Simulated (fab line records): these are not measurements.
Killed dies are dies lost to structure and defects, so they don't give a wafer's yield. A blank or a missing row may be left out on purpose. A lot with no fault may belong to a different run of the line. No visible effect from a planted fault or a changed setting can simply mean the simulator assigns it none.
fab line records	flow n5Finfet
record: lots: 6	wafers: 18	lastDay: 18
route steps=1938 shown BEOL_M11@1553 PASSIVATION@1936
lots that met no fault: from a run of the same line without faults
startH: start of the lot's first displayed wafer, in hours after the record's first day	waitH: time in hours since the lot's previous step	" repeats the value in the row above	L1.1+2: several wafers, shown together as one row	- value missing, or start not given	* or withheld: withheld	< > ~ a bound
route shown NAME@n: NAME is a module with steps in the file, n the number in the route of the first one	usual: the fault-free wafers' mean and standard deviation	same: alike in all rows	chamber/n: place in a boat	sites: each site's reading	_std_site: standard deviation of those values	_edge_site: mean of outer sites minus mean of inner sites	radiusMm: how far each site lies from the wafer's centre	mask NAME#n: copy n	behind: the last tool/chamber to shape the wafer	hold: why the lot went on hold/how many hours it stayed there/how the hold came to an end	device: whichever transistor did not switch (one of n, p or np)	end of line: the same wafers' tests at the end of the route	where a step has no rows: the recipe by itself	killed: dies lost to structure and defects at the first sort, not the wafer's yield	map: dies across one wafer; x = killed, . = not, _ = none there
set.NAME: the run value of the setting; set.NAME@STEP: its run value at that earlier step	model.NAME: the simulator's own value behind a step, which no gauge read
certain route steps with their lots: each step a table, each wafer a row
services: from which hour (startH, from the record's first day; less than 0 if before it) a tool's chamber was out of use, for how many hours, and why
== steps ==
step: N5_BEOL_M11_ETCH_61
recipe: chemistry: CF4	target: SiARC	targetDepthA: 390	maskMaterial: CAR-ArF	timeS: 65	ionEnergyEv: 80	pressureMtorr: 40	sourceW: 545	biasW: 36	Ar_flow_sccm: 100	cf4FlowSccm: 100	ends: cleared
usual: biasW: 36.01/0.1	drypumpMotorCurrentA: 5.8/0.44	etchRfOnTimeS: 65.5/1.3	oesProductAu: 0.63/0.056	rfVppV: 183.9/1.2	showerheadPlenumPTorr: 2.14/0.075	throttleValvePct: 15.73/0.17
lot.wafer	tool	chamber	startH	waitH	biasW	drypumpMotorCurrentA	etchRfOnTimeS	oesProductAu	rfHoursCounterH	rfVppV	showerheadPlenumPTorr	throttleValvePct
L616.2	rieDiel-01	1	228.30	0.0	35.86	6.5	64.8	0.74	56	183.5	2.17	15.45
L616.4	"	2	"	"	36.01	5.9	65.5	0.61	200	185.3	2.21	15.88
L616.6	"	0	"	"	36.08	6.0	63.8	0.66	-	181.4	2.05	15.83
L621.1	rieDiel-01	3	261.84	0.0	36.07	5.0	65.6	0.59	218	181.8	2.04	15.70
L621.3	"	1	"	"	36.04	6.5	66.7	0.72	65	184.4	2.16	15.50
L621.6	"	0	"	"	36.31	6.1	66.0	0.65	-	183.7	2.05	15.87
L622.4	rieDiel-05	3	269.32	0.0	36.03	5.6	65.2	0.59	243	185.2	2.19	15.69
L622.5	"	3	"	"	36.01	5.6	64.9	0.60	-	183.7	2.19	15.71
L622.6	"	0	"	"	36.06	5.8	64.7	0.69	-	185.6	2.24	15.65
L628.1	rieDiel-05	1	300.71	0.0	36.00	5.7	67.3	0.59	208	182.4	2.04	16.05
L628.4	"	2	"	"	35.90	5.6	66.5	0.59	-	184.1	2.19	15.74
L628.5	"	0	"	"	36.07	5.9	64.5	0.69	-	184.3	2.24	15.65
L634.2	rieDiel-01	3	353.77	0.0	36.10	5.0	64.0	0.58	246	182.8	2.04	15.75
L634.4	"	0	"	"	36.05	6.0	64.3	0.64	202	183.4	2.04	15.90
L634.6	"	0	"	"	35.81	6.0	64.2	0.64	-	182.6	2.04	15.92
L637.1	rieDiel-02	3	370.81	0.0	36.01	5.9	64.6	0.85	1	183.9	2.28	15.34
L637.3	"	1	"	"	36.08	6.1	64.4	0.59	244	184.6	2.20	15.77
L637.5	"	3	"	"	35.98	5.9	64.2	0.85	-	185.6	2.28	15.34
step: N5_BEOL_M11_ETCH_62
recipe: chemistry: N2/H2	target: SOC	targetDepthA: 1100	overetchA: 220	maskMaterial: SiARC	tempC: 40	timeS: 165	ionEnergyEv: 200	pressureMtorr: 30	sourceW: 840	biasW: 150	n2FlowSccm: 200	h2FlowSccm: 200
usual: biasW: 150.0/0.42	drypumpMotorCurrentA: 5.8/0.44	oesProductAu: 0.63/0.054	rfVppV: 523.9/2.8	showerheadPlenumPTorr: 2.54/0.094	throttleValvePct: 17.92/0.18
lot.wafer	tool	chamber	startH	waitH	biasW	drypumpMotorCurrentA	oesProductAu	rfHoursCounterH	rfVppV	showerheadPlenumPTorr	throttleValvePct
L616.2	rieDiel-01	1	228.35	0.0	150.0	6.5	0.73	56	524.4	2.59	17.83
L616.4	"	2	"	"	150.0	5.9	0.60	200	526.1	2.62	17.96
L616.6	"	0	"	"	149.7	6.1	0.65	-	522.1	2.43	17.96
L621.1	rieDiel-01	3	261.89	0.0	149.9	5.0	0.59	218	520.5	2.42	18.03
L621.3	"	1	"	"	150.6	6.5	0.73	65	524.2	2.59	17.84
L621.6	"	0	"	"	150.2	6.1	0.64	-	520.3	2.42	17.96
L622.4	rieDiel-05	3	269.37	0.0	150.0	5.6	0.59	243	526.9	2.62	17.98
L622.5	"	3	"	"	149.4	5.6	0.58	-	525.7	2.62	18.00
L622.6	"	0	"	"	150.4	5.9	0.69	-	528.7	2.66	17.75
L628.1	rieDiel-05	1	300.76	0.0	149.5	5.7	0.60	208	518.6	2.40	18.34
L628.4	"	2	"	"	150.4	5.6	0.59	-	528.0	2.61	17.87
L628.5	"	0	"	"	149.9	5.9	0.67	-	526.4	2.66	17.78
L634.2	rieDiel-01	3	353.82	0.0	149.8	5.0	0.58	246	519.5	2.41	18.09
L634.4	"	0	"	"	149.8	6.0	0.63	202	518.8	2.41	18.01
L634.6	"	0	"	"	149.5	6.0	0.63	-	521.3	2.41	18.02
L637.1	rieDiel-02	3	370.86	0.0	151.1	5.9	0.83	1	529.8	2.73	17.74
L637.3	"	1	"	"	149.5	6.2	0.58	244	525.3	2.58	17.72
L637.5	"	3	"	"	150.5	5.9	0.83	-	529.5	2.73	17.74
step: N5_BEOL_M11_STRIP_68
recipe: chemistry: N2/H2	tempC: 40	n2FlowSccm: 200	h2FlowSccm: 200	rfFrequencyHz: 6e+07
step: N5_BEOL_M11_STRIP_67
recipe: chemistry: CF4	resist: SiARC	powerW: 300	biasPowerW: 75	pressureMtorr: 50	cf4FlowSccm: 150	rfFrequencyHz: 6e+07
usual: drypumpMotorCurrentA: 5.8/0.44	oesProductAu: 0.74/0.064	rfVppV: 271.2/1.7	showerheadPlenumPTorr: 1.79/0.061	throttleValvePct: 13.72/0.17
lot.wafer	tool	chamber	startH	waitH	drypumpMotorCurrentA	oesProductAu	rfHoursCounterH	rfVppV	showerheadPlenumPTorr	throttleValvePct
L616.2	rieDiel-01	1	228.49	0.0	6.5	0.87	56	272.0	1.82	13.44
L616.4	"	2	"	"	5.9	0.72	200	271.6	1.85	13.85
L616.6	"	0	"	"	6.0	0.77	-	270.3	1.73	13.83
L621.1	rieDiel-01	3	262.03	0.0	5.0	0.70	218	269.9	1.71	13.68
L621.3	"	1	"	"	6.5	0.85	65	273.1	1.82	13.46
L621.6	"	0	"	"	6.0	0.76	-	268.9	1.72	13.84
L622.4	rieDiel-05	3	269.51	0.0	5.6	0.70	243	272.6	1.82	13.69
L622.5	"	3	"	"	5.6	0.69	-	272.6	1.82	13.68
L622.6	"	0	"	"	5.9	0.81	-	273.5	1.87	13.60
L628.1	rieDiel-05	1	300.91	0.0	5.7	0.71	208	269.8	1.70	14.02
L628.4	"	2	"	"	5.6	0.71	-	270.7	1.83	13.73
L628.5	"	0	"	"	5.8	0.80	-	272.8	1.87	13.62
L634.2	rieDiel-01	3	353.97	0.0	5.0	0.68	246	267.6	1.71	13.75
L634.4	"	0	"	"	6.0	0.74	203	268.7	1.72	13.91
L634.6	"	0	"	"	6.0	0.74	-	270.3	1.72	13.91
L637.1	rieDiel-02	3	371.01	0.0	5.9	0.98	1	272.7	1.91	13.26
L637.3	"	1	"	"	6.2	0.68	244	272.7	1.84	13.80
L637.5	"	3	"	"	5.9	0.99	-	273.4	1.91	13.27
step: N5_BEOL_M11_HM_OPEN_17
recipe: chemistry: Cl2/BCl3	targetDepthA: 200	overetchA: 60	target: TiN	maskMaterial: SOC	ionEnergyEv: 150	pressureMtorr: 10	icpW: 1000	biasW: 126	Cl2_flow_sccm: 53.25	bcl3FlowSccm: 21.75	Ar_flow_sccm: 25
usual: bcl3FlowSccm: 21.75/0.063	biasW: 126.0/0.41	drypumpMotorCurrentA: 5.9/0.36	oesProductAu: 0.69/0.073	throttleValvePct: 22.10/0.24
lot.wafer	tool	chamber	startH	waitH	bcl3FlowSccm	biasW	drypumpMotorCurrentA	oesProductAu	rfHoursCounterH	throttleValvePct
L616.2	rieMetal-02	0	228.53	0.0	21.71	125.8	6.3	0.74	12	22.22
L616.4	"	1	"	"	21.71	125.4	6.5	0.60	-	22.15
L616.6	"	0	"	"	21.83	126.3	6.3	0.73	-	22.23
L621.1	rieMetal-02	1	262.07	0.0	21.71	126.2	6.5	0.59	82	22.15
L621.3	"	1	"	"	21.71	125.8	6.5	0.60	-	22.16
L621.6	"	1	"	"	21.80	126.1	6.5	0.59	-	22.15
L622.4	rieMetal-02	1	269.58	0.1	21.75	125.3	6.5	0.59	-	22.14
L622.5	"	1	"	"	21.77	125.2	6.5	0.59	-	22.15
L622.6	"	0	"	"	21.70	125.8	6.3	0.73	-	22.22
L628.1	rieMetal-01	0	300.95	0.0	21.80	126.5	5.7	0.73	18	21.69
L628.4	"	0	"	"	21.82	126.1	5.7	0.73	-	21.70
L628.5	"	0	"	"	21.78	125.6	5.7	0.73	-	21.70
L634.2	rieMetal-03	0	354.01	0.0	21.81	126.6	5.7	0.78	9	21.92
L634.4	"	1	"	"	21.89	125.2	5.5	0.59	-	22.25
L634.6	"	0	"	"	21.62	126.5	5.7	0.77	-	21.91
L637.1	rieMetal-03	0	371.05	0.0	21.71	126.1	5.7	0.77	9	21.93
L637.3	"	1	"	"	21.78	125.8	5.5	0.59	-	22.24
L637.5	"	1	"	"	21.85	126.8	5.5	0.60	-	22.25
step: N5_BEOL_M11_STRIP_19
recipe: chemistry: O2	powerW: 400	tempC: 40	pressureMtorr: 30	rfFrequencyHz: 6e+07	biasPowerW: 0	overashFraction: 0.2	o2FlowSccm: 225
usual: drypumpMotorCurrentA: 5.7/0.41	o2FlowSccm: 225.0/0.74	oesProductAu: 0.73/0.07	rfVppV: 3.7/0.61	showerheadPlenumPTorr: 2.09/0.07	throttleValvePct: 16.76/0.19
lot.wafer	tool	chamber	startH	waitH	drypumpMotorCurrentA	o2FlowSccm	oesProductAu	rfHoursCounterH	rfVppV	showerheadPlenumPTorr	throttleValvePct
L616.2	rieDiel-02	0	228.64	0.1	5.7	225.4	0.72	179	3.8	2.09	16.61
L616.4	"	3	"	"	5.9	225.1	0.69	214	2.7	2.00	16.82
L616.6	"	3	"	"	5.9	226.3	0.69	-	3.9	2.00	16.81
L621.1	rieDiel-05	1	262.19	0.1	5.7	225.4	0.71	197	3.7	2.00	17.13
L621.3	"	3	"	"	5.6	226.1	0.70	241	3.9	2.16	16.87
L621.6	"	1	"	"	5.7	225.3	0.70	-	3.3	2.00	17.14
L622.4	rieDiel-01	3	269.66	0.1	4.9	225.6	0.69	221	4.6	2.01	16.85
L622.5	"	2	"	"	6.0	225.8	0.69	-	2.9	2.14	16.81
L622.6	"	1	"	"	6.5	225.0	0.86	-	4.6	2.12	16.57
L628.1	rieDiel-05	1	301.15	0.2	5.7	224.2	0.69	208	2.7	2.00	17.14
L628.4	"	2	"	"	5.6	224.8	0.70	-	3.6	2.14	16.74
L628.5	"	1	"	"	5.7	224.1	0.70	-	3.6	2.00	17.15
L634.2	rieDiel-01	0	354.12	0.1	6.1	224.2	0.73	203	3.6	2.02	17.08
L634.4	"	2	"	"	5.9	224.5	0.68	237	4.8	2.13	16.85
L634.6	"	1	"	"	6.5	224.9	0.83	-	3.8	2.11	16.60
L637.1	rieDiel-02	3	371.16	0.1	5.9	224.6	1.00	1	3.3	2.25	16.48
L637.3	"	0	"	"	5.7	224.6	0.70	219	2.9	2.08	16.70
L637.5	"	1	"	"	6.2	224.6	0.69	-	3.4	2.16	16.85
step: N5_BEOL_M11_CD_MEAS_18
recipe: pitchNm: 140	targetCdNm: 70
usual: cdNm: 69.8/0.66
lot.wafer	tool	chamber	startH	waitH	cdNm
L616.2	cdSem-03	-	228.72	0.1	70.3
L616.4	"	-	"	"	70.7
L616.6	"	-	"	"	69.1
L621.1	cdSem-01	-	262.26	0.0	69.8
L621.3	"	-	"	"	69.6
L621.6	"	-	"	"	69.8
L622.4	cdSem-03	-	269.74	0.1	69.1
L622.5	"	-	"	"	69.6
L622.6	"	-	"	"	68.3
L628.1	cdSem-01	-	301.22	0.0	69.7
L628.4	"	-	"	"	70.1
L628.5	"	-	"	"	69.4
L634.2	cdSem-02	-	354.19	0.1	69.9
L634.4	"	-	"	"	69.3
L634.6	"	-	"	"	68.7
L637.1	cdSem-03	-	371.23	0.0	69.6
L637.3	"	-	"	"	69.4
L637.5	"	-	"	"	69.9
step: N5_BEOL_M11_COAT_63
recipe: resist: SOC	tempC: 250	timeS: 60	spinRpm: 1500	resistThkNm: 100
step: N5_BEOL_M11_COAT_64
recipe: resist: SiARC	tempC: 220	timeS: 60	spinRpm: 1500	resistThkNm: 30
step: N5_BEOL_M11_COAT_22
recipe: resist: CAR-ArF	spinRpm: 1500	resistThkNm: 90
step: N5_BEOL_M11_EBR_24
recipe: solvent: PGMEA	ebrWidthMm: 1.5
step: N5_BEOL_M11_SOFTBAKE_23
recipe: tempC: 110	timeS: 60	resist: CAR-ArF
step: N5_BEOL_M11_EXPOSE_25
recipe: maskId: V10	na: 1.35	sourceShape: annular	sigmaInner: 0.5	sigmaOuter: 0.8	polarization: unpolarized	doseMj: 85.5
usual: exposureDoseMJCm2: 85.6/0.43
lot.wafer	tool	chamber	startH	waitH	mask	exposureDoseMJCm2
L616.2	arfiScanner-01	0	229.08	-	V10#0	86.5
L616.4	"	0	"	"	V10#0	86.4
L616.6	"	0	"	"	V10#0	86.6
L621.1	arfiScanner-01	0	262.82	-	V10#0	78.7
L621.3	"	0	"	"	V10#0	78.7
L621.6	"	0	"	"	V10#0	78.7
L622.4	arfiScanner-01	0	271.29	-	V10#0	80.2
L622.5	"	0	"	"	V10#0	80.2
L622.6	"	0	"	"	V10#0	80.3
L628.1	arfiScanner-02	0	301.95	-	V10#0	85.3
L628.4	"	0	"	"	V10#0	85.5
L628.5	"	0	"	"	V10#0	85.4
L634.2	arfiScanner-03	0	354.48	-	V10#0	85.4
L634.4	"	0	"	"	V10#0	85.3
L634.6	"	0	"	"	V10#0	85.4
L637.1	arfiScanner-02	0	374.96	-	V10#0	85.4
L637.3	"	0	"	"	V10#0	85.5
L637.5	"	0	"	"	V10#0	85.4
step: N5_BEOL_M11_PEB_26
recipe: pebTempC: withheld	pebTimeS: 60	resist: CAR-ArF
step: N5_BEOL_M11_DEVELOP_27
recipe: developTimeS: 30	developer: TMAH	resist: CAR-ArF	rinseLiquid: diw	dry: airSpin	devTempC: 23
step: N5_BEOL_M11_CD_MEAS_28
recipe: targetCdNm: 70	landingEnergyEv: 500	detector: seInlens	polarity: opening
usual: cdNm: 69.9/1.2
lot.wafer	tool	chamber	startH	waitH	cdNm
L616.2	cdSem-01	0	229.21	-	68.5
L616.4	"	0	"	"	70.5
L616.6	"	0	"	"	70.6
L621.1	cdSem-03	0	262.95	-	63.5
L621.3	"	0	"	"	63.4
L621.6	"	0	"	"	62.9
L622.4	cdSem-01	0	271.41	-	62.5
L622.5	"	0	"	"	60.9
L622.6	"	0	"	"	61.6
L628.1	cdSem-01	0	302.08	-	70.5
L628.4	"	0	"	"	70.1
L628.5	"	0	"	"	70.2
L634.2	cdSem-02	0	354.60	-	68.8
L634.4	"	0	"	"	70.3
L634.6	"	0	"	"	70.4
L637.1	cdSem-02	0	375.09	-	70.9
L637.3	"	0	"	"	70.3
L637.5	"	0	"	"	70.7
step: N5_BEOL_M11_OVL_MEAS_29
recipe: pointsPerWafer: 44
usual: V10_OVL: 0.3/0.68
lot.wafer	tool	chamber	startH	waitH	V10_OVL[nm]
L616.2	overlay-01	0	229.24	0.0	-0.1
L616.4	"	0	"	"	-0.9
L616.6	"	0	"	"	-0.1
L621.1	overlay-02	0	262.98	0.0	-0.4
L621.3	"	0	"	"	-0.1
L621.6	"	0	"	"	-0.4
L622.4	overlay-01	0	271.43	0.0	0.1
L622.5	"	0	"	"	-0.2
L622.6	"	0	"	"	0.1
L628.1	overlay-01	0	302.11	0.0	0.6
L628.4	"	0	"	"	0.2
L628.5	"	0	"	"	0.5
L634.2	overlay-01	0	354.63	0.0	0.7
L634.4	"	0	"	"	1.4
L634.6	"	0	"	"	0.8
L637.1	overlay-02	0	375.12	0.0	0.0
L637.3	"	0	"	"	0.0
L637.5	"	0	"	"	0.3
step: N5_PASSIVATION_PROBE_49
usual: defectLimitedYield: 91.0/1.3	killed_at_M0_to_M3: 36/9.5	killed_at_M4_up: 14/5.6	killedAtContacts: 12/6.4	killedAtFrontEnd: 40/10	killedAtOther: 3.2/3	killedDies: 107/15	killedOpen: 69/12	killedShort: 35/7.7	sort_bin_5_function: 5.3/0.91	sort_bin_6_memory: 3.3/0.65	sort_bin_8_speed: 0.00/0.012	sortNPass: 1073/15	sortYieldPct: 91.0/1.3
same: grossDies: 1180	killedAtBackSide: 0	sort_bin_4_leakage[%]: 0
lot.wafer	tool	chamber	startH	waitH	defectLimitedYield[%]	killed_at_M0_to_M3	killed_at_M4_up	killedAtContacts	killedAtFrontEnd	killedAtOther	killedDies	killedOpen	killedShort	sort_bin_5_function[%]	sort_bin_6_memory[%]	sort_bin_8_speed[%]	sortNPass	sortYieldPct[%]
L621.1	prober-01	-	303.32	0.0	89.1	28	32	22	43	4	129	90	31	6.2	4.2	0.08	1051	89.1
L621.3	prober-01	-	303.42	0.1	90.2	24	19	17	54	2	116	81	28	5.3	4.4	0	1064	90.2
L621.6	prober-01	-	303.57	0.3	88.8	35	29	28	34	6	132	77	45	6.9	3.6	0	1048	88.8
L622.4	prober-01	-	309.44	0.2	90.1	16	36	9	54	2	117	58	27	5.8	3.1	0	1063	90.1
L622.5	prober-01	-	309.49	0.2	88.0	41	46	8	42	5	142	78	29	8.1	3.3	0	1038	88.0
L622.6	prober-01	-	309.54	0.3	89.2	35	31	11	47	4	128	60	49	6.9	3.5	0	1052	89.2
L634.2	prober-02	-	404.66	0.1	90.1	54	16	6	41	0	117	70	43	5.8	3.6	0	1063	90.1
L634.4	prober-02	-	404.76	0.2	90.6	31	8	7	65	0	111	68	39	6.1	3.0	0	1069	90.6
L634.6	prober-02	-	404.86	0.3	88.4	55	25	6	43	8	137	79	51	7.6	3.3	0	1043	88.4
killed by level:class
L621.1 MOL_CONTACT_COAG:geometricParticle:open=19 FIN_SAQP:geometricParticle:open=17 BEOL_M4:geometricParticle:open=12 STI_FIN_REVEAL:geometricParticle:open=11 BEOL_M2:geometricParticle:open=9 BEOL_M3:geometricParticle:short=6 BEOL_M11:areaExpose=6 BEOL_M7:geometricParticle:open=5
L621.3 FIN_SAQP:geometricParticle:open=17 MOL_CONTACT_COAG:geometricParticle:open=12 BEOL_M2:geometricParticle:open=11 FIN_SAQP:geometricParticle:short=9 DUMMY_GATE:geometricParticle:open=8 BEOL_M0_SAQP:geometricParticle:open=8 BEOL_M11:areaExpose=7 STI_FIN_REVEAL:geometricParticle:open=6
L621.6 MOL_CONTACT_COAG:geometricParticle:open=20 BEOL_M1:geometricParticle:open=9 BEOL_M11:areaExpose=9 BEOL_M0_SAQP:geometricParticle:short=8 MOL_CONTACT_COAG:geometricParticle:short=8 BEOL_M4:geometricParticle:open=8 STI_FIN_REVEAL:geometricParticle:open=7 ILD0:geometricParticle:open=6
L622.4 BEOL_M11:areaExpose=22 FIN_SAQP:geometricParticle:open=11 HKMG_FIN:areaEtch=9 FIN_SAQP:geometricParticle:short=7 BEOL_M4:geometricParticle:open=7 STI_FIN_REVEAL:geometricParticle:open=6 MOL_CONTACT_COAG:geometricParticle:open=6 DUMMY_GATE:geometricParticle:open=5
L622.5 BEOL_M11:areaExpose=31 FIN_SAQP:geometricParticle:open=11 BEOL_M3:geometricParticle:open=10 BEOL_M0_SAQP:geometricParticle:short=9 BEOL_M1:geometricParticle:open=8 DUMMY_GATE:geometricParticle:open=6 MOL_CONTACT_COAG:geometricParticle:open=6 STI_FIN_REVEAL:geometricParticle:open=5
L622.6 BEOL_M11:areaExpose=19 FIN_SAQP:geometricParticle:short=11 MOL_CONTACT_COAG:geometricParticle:open=9 FIN_SAQP:geometricParticle:open=8 BEOL_M0_SAQP:geometricParticle:short=8 BEOL_M3:geometricParticle:open=8 BEOL_M3:geometricParticle:short=8 BEOL_M0_SAQP:geometricParticle:open=7
L634.2 BEOL_M0_SAQP:geometricParticle:short=15 BEOL_M0_SAQP:geometricParticle:open=15 FIN_SAQP:geometricParticle:short=14 FIN_SAQP:geometricParticle:open=9 BEOL_M1:geometricParticle:open=6 BEOL_M2:geometricParticle:open=5 BEOL_M3:geometricParticle:open=5 BEOL_M4:geometricParticle:open=5
L634.4 FIN_SAQP:geometricParticle:short=21 FIN_SAQP:geometricParticle:open=17 BEOL_M0_SAQP:geometricParticle:short=8 STI_FIN_REVEAL:geometricParticle:open=7 MOL_CONTACT_COAG:geometricParticle:open=7 BEOL_M0_SAQP:geometricParticle:open=7 STI_FIN_REVEAL:geometricParticle:short=4 DUMMY_GATE:geometricParticle:open=4
L634.6 BEOL_M0_SAQP:geometricParticle:short=15 BEOL_M0_SAQP:geometricParticle:open=14 BEOL_M4:geometricParticle:open=13 BEOL_M2:geometricParticle:open=10 FIN_SAQP:geometricParticle:open=8 GATE_CUT:geometricParticle:short=7 BEOL_M1:geometricParticle:open=7 FIN_SAQP:geometricParticle:short=6
== services ==
tool	chamber	startH	hours	kind
arfiScanner-01	-	213.09	1.0	pm
arfiScanner-02	-	218.15	0.8	pm
arfiScanner-03	-	222.81	1.0	pm
rieMetal-01	-	249.72	2.8	pm
arfiScanner-03	-	252.18	1.3	pm
arfiScanner-03	-	253.58	1.0	pm
rieMetal-01	-	255.36	4.0	pm
arfiScanner-01	-	259.87	1.0	repair
arfiScanner-01	-	274.50	0.8	pm
arfiScanner-03	-	277.45	4.9	pm
arfiScanner-01	-	288.21	0.8	pm
arfiScanner-01	-	295.88	1.3	pm
arfiScanner-02	-	296.42	0.2	repair
arfiScanner-02	-	299.14	2.6	repair
rieMetal-02	-	304.64	2.8	pm
arfiScanner-02	-	308.27	1.0	pm
arfiScanner-01	-	314.70	14.2	repair
arfiScanner-02	-	319.82	1.3	pm
arfiScanner-03	-	326.41	0.8	pm
arfiScanner-01	-	336.05	1.5	pm
arfiScanner-03	-	356.91	0.6	repair
rieDiel-05	0	365.70	8.6	repair
rieDiel-01	3	374.08	-	clean
rieDiel-01	3	374.08	-	consumableReplace:focusRing
== key ==
firstSign: step: N5_BEOL_M11_EXPOSE_25	reading: exposureDoseMJCm2	direction: down	sigmas: 14	usual: 85.6	struck: 79.5
effect: step: N5_BEOL_M11_CD_MEAS_28	reading: cdNm	direction: down	sigmas: 6.2	usual: 69.9	struck: 62.5	through: controlLoop
effect: step: N5_PASSIVATION_PROBE_49	reading: killed_at_M4_up	direction: up	sigmas: 3.2	usual: 14	struck: 32	wafersMoved: 5
metAt N5_BEOL_M11_EXPOSE_25
struckWafers L621.1,L621.3,L621.6,L622.4,L622.5,L622.6
loopTrim: step: N5_BEOL_M11_EXPOSE_25	setting: dose	lots: L622
onsetBetween 229.08 262.82
fault: kind: processParameterDrift	tool: arfiScanner-01	chamber: -	onsetH: 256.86	steps: N5_BEOL_M11_EXPOSE_25	channel: doseMj	offset: -7.8155	shape: step	actsIn: theseRecipesOnly	stated: 85.5
loopTrim: a control loop set the setting to another value than it would have without faults
